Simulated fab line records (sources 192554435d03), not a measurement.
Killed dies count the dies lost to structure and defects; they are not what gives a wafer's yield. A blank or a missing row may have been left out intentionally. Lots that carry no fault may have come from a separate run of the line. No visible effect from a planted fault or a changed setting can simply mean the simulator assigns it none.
Chamber matching + flow n5_finfet + N5_GATE_CUT_CMP_43 on cmp-03: 4 sister chambers
The step polishes SiO2. 8 wafers are shown with their chamber, then 9 later ones without.

== WAFERS WITH THEIR CHAMBER ==
| wafer  | chamber | motor_current_A (A) | edge_zone_pressure_frac |
|--------|---------|---------------------|-------------------------|
| L080.6 | 1       | 11.1                | 1.001                   |
| L084.4 | 2       | 11.0                | 1.009                   |
| L087.1 | 2       | 11.0                | 0.999                   |
| L087.5 | 0       | 11.0                | 1.007                   |
| L087.6 | 3       | 11.0                | 1.006                   |
| L088.1 | 1       | 11.1                | 1.000                   |
| L088.2 | 0       | 11.4                | 0.999                   |
| L088.3 | 3       | 11.9                | 1.006                   |

== WAFERS WITH NO CHAMBER GIVEN ==
| wafer  | motor_current_A (A) | edge_zone_pressure_frac |
|--------|---------------------|-------------------------|
| L089.2 | 11.3                | 0.992                   |
| L089.4 | 10.6                | 1.005                   |
| L089.5 | 10.0                | 0.999                   |
| L094.1 | 11.2                | 1.008                   |
| L094.5 | 11.4                | 0.996                   |
| L094.6 | 11.0                | 0.998                   |
| L095.1 | 11.6                | 1.004                   |
| L095.3 | 11.3                | 1.001                   |
| L095.4 | 11.8                | 0.993                   |

== CHAMBER TAKEN BY EACH ==
| wafer  | from the rows above               | in truth |
|--------|-----------------------------------|----------|
| L089.2 | can't be placed: 1 or 0 or 2 or 3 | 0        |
| L089.4 | can't be placed: 2 or 1 or 0 or 3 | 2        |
| L089.5 | can't be placed: 2 or 1 or 0 or 3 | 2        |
| L094.1 | can't be placed: 3 or 2 or 0 or 1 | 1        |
| L094.5 | can't be placed: 1 or 0 or 2 or 3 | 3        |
| L094.6 | can't be placed: 1 or 0 or 2 or 3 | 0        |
| L095.1 | can't be placed: 3 or 0 or 1 or 2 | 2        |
| L095.3 | can't be placed: 0 or 1 or 2 or 3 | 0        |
| L095.4 | can't be placed: 1 or 0 or 3 or 2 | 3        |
0 of 9 placed correctly. Not placeable from these rows: 9 (in 9, the candidates include the true chamber). 0 placed wrongly.
How it was worked out, from the rows above alone: a wafer's distance from a chamber is the root of the sum, over the readings, of the square of ((its reading less the chamber's mean) divided by the reading's scatter). If the next closest chamber is less than 2 further off than the closest, the wafer can't be placed; otherwise it belongs to the closest. For every chamber, the mean is computed from those of its wafers that are shown. The scatter: take each reading less its chamber's mean, square it, sum over the shown wafers, divide by the number of wafers less the number of chambers, and take the root.
